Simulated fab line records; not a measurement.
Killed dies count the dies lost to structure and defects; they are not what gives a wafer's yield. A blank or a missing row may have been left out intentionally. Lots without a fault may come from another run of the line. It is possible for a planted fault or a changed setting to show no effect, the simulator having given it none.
Problem report in the 8D (eight disciplines) form, filled by code    flow nand harc    the parts of the form that need people (team, actions taken, sign-off) are left out

1. THE PROBLEM
Mean of thk nm at NHARC_A_ONON_D2_THK_MEAS_21: 579 nm across 6 wafers in 2 lots; on wafers with no fault it is 1000 nm (standard deviation 10). Measured from the usual mean, that is -42 standard deviations.
The step: measures by ellipsometry.
First observed at day 17 07:32: wafer L711.4, on film metro-02. At this step, 42 wafers from 14 lots have a number in the record. Rule for "out" (also "out of limits"): further than 4 standard deviations from the usual mean. The other wafers with a number count as sound.

2. WHAT IT IS; WHAT IT IS NOT
question                     is                            is not
which readings at this step  thk nm                        -
which lots                   L711, L714                    L701, L702, L703, L704, L705, L707, L719, L720, L721, L722, L723, L724
which wafers of those lots   all that have a number        -
read on which gauges         film metro-01, film metro-02  -
when                         from day 17 07:32             up to then (18 sound wafers); but 18 sound wafers of L719, L720, L721, L722, L723, L724 came after

3. THE SUSPECTS, EACH WITH WHAT RULES IT OUT
Counting: a tool at any process step up to the reading remains a suspect when it ran all the lots that are out and ran no sound lot after the first of those.
- ruled out: the gauge at NHARC_A_ONON_D2_THK_MEAS_21. The wafers that are out were read on 2 gauges (film metro-01, film metro-02).
- pecvd onon-01 at NHARC_A_ONON_D2_DEP_19 (target thk 1000 nm): ruled out as a lasting fault. Following L711 (day 17 07:12), the first lot on it that is out, the sound lots L721, L723 were run on it.
Left after counting: nothing in the record.

4. THE CAUSE (what the simulator had put in)
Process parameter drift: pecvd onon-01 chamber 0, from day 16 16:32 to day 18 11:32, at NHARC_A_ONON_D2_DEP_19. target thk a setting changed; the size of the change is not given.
Counting ruled it out, wrongly: the rule takes a fault to strike every lot that its tool runs from its start on, and this one did not.

5. SEQUENCE OF EFFECTS, ordered by route
Rows list readings where the struck wafers' mean (over those with a number) sits beyond 3 standard deviations from the usual. Only readings for which the record gives a usual standard deviation are gone through. hours: the time from each lot's start at the first step in this table that gives one to its start at this step, as a median over the lots. sigmas: the change in usual standard deviations.
hours  step                         reading          usual    on struck wafers  change  sigmas
0      NHARC_A_ONON_D2_THK_MEAS_21  thk nm           1000 nm  579               -421    -42
275    NHARC_END_SORT_01            killed at array  52       670               +618    +36
275    NHARC_END_SORT_01            killed dies      57       677               +620    +39

6. WHAT WOULD HAVE CAUGHT IT SOONER
In this record the first reading out of limits at a measuring or inspecting step was taken at day 17 07:32, 15 hours after the fault began at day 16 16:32.
